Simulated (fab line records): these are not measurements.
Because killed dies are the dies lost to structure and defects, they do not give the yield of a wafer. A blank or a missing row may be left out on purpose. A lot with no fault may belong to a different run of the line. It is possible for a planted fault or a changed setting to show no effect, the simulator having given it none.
Which of the tools did it? | flow n5 finfet | route of 1938 steps, sampled at 1 step: 24 lots, 72 wafers

WHAT EACH GAUGE READ, for each wafer
N5_MOL_CONTACT_COAG_INSPECT_97: inspects for defects (darkfield). Usual: raw defect count at 42, with a standard deviation of 16.
lot  | measured     | on                | raw defect count | flag
L074 | day 5 10:10  | defect inspect-02 | 69 46 60         |
L075 | day 5 20:34  | defect inspect-01 | 57 38 52         |
L076 | day 5 23:35  | defect inspect-02 | 36 44 58         |
L077 | day 6 05:21  | defect inspect-02 | 47 25 47         |
L078 | day 6 10:37  | defect inspect-02 | 42 58 75         |
L079 | day 6 23:34  | defect inspect-01 | 16 45 44         |
L080 | day 7 04:07  | defect inspect-02 | 23 51 48         |
L081 | day 7 08:11  | defect inspect-02 | 39 38 31         |
L082 | day 7 11:33  | defect inspect-01 | 44 28 37         |
L083 | day 7 14:58  | defect inspect-01 | 38 35 21         |
L085 | day 8 04:43  | defect inspect-01 | 32 21 37         |
L084 | day 8 04:44  | defect inspect-02 | 45 62 28         |
L087 | day 8 11:04  | defect inspect-02 | 27 15 36         |
L086 | day 8 15:20  | defect inspect-02 | 43 38 29         |
L088 | day 8 23:55  | defect inspect-02 | 45 26 41         |
L089 | day 9 10:03  | defect inspect-02 | 32 34 37         |
L090 | day 9 19:47  | defect inspect-01 | 28 42 30         |
L091 | day 9 22:44  | defect inspect-01 | 49 45 58         |
L092 | day 9 22:44  | defect inspect-02 | 46 45 51         |
L093 | day 10 03:48 | defect inspect-01 | 75 51 57         |
L094 | day 10 13:55 | defect inspect-01 | 32 29 42         |
L095 | day 11 03:49 | defect inspect-02 | 53 38 34         |
L097 | day 11 11:21 | defect inspect-02 | 53 45 44         |
L096 | day 11 15:11 | defect inspect-01 | 22 15 25         |

WHAT TOOL EACH LOT RAN ON (gives the tool, then ch and the chambers of the sampled wafers, and finally the start)
Before these readings, the record contains no process step.

WHAT THE TOOLS THEMSELVES READ (means of the sampled wafers that have a number; where no wafer has one, the mark that the record gives instead)
The record holds no such reading with a usual standard deviation.

THE ANSWER, worked out from the rows above alone
Rule: take the mean of a lot's wafers that have a number; if it is more than 3 standard deviations from the usual mean, the lot is off. A lot without any number at a reading at which 4 lots or more have one is off too. Any other lot the step has rows for is counted as sound. After the gauges, taken in route order, come the tools' own readings; for these a lot's mean is taken, as printed above. At the first step where some lot is off, the reading lying furthest off is the one used; lots without a number count as furthest.
None of the lots is off at any reading shown; this tells nothing.

WHAT WAS PUT IN BY THE SIMULATOR
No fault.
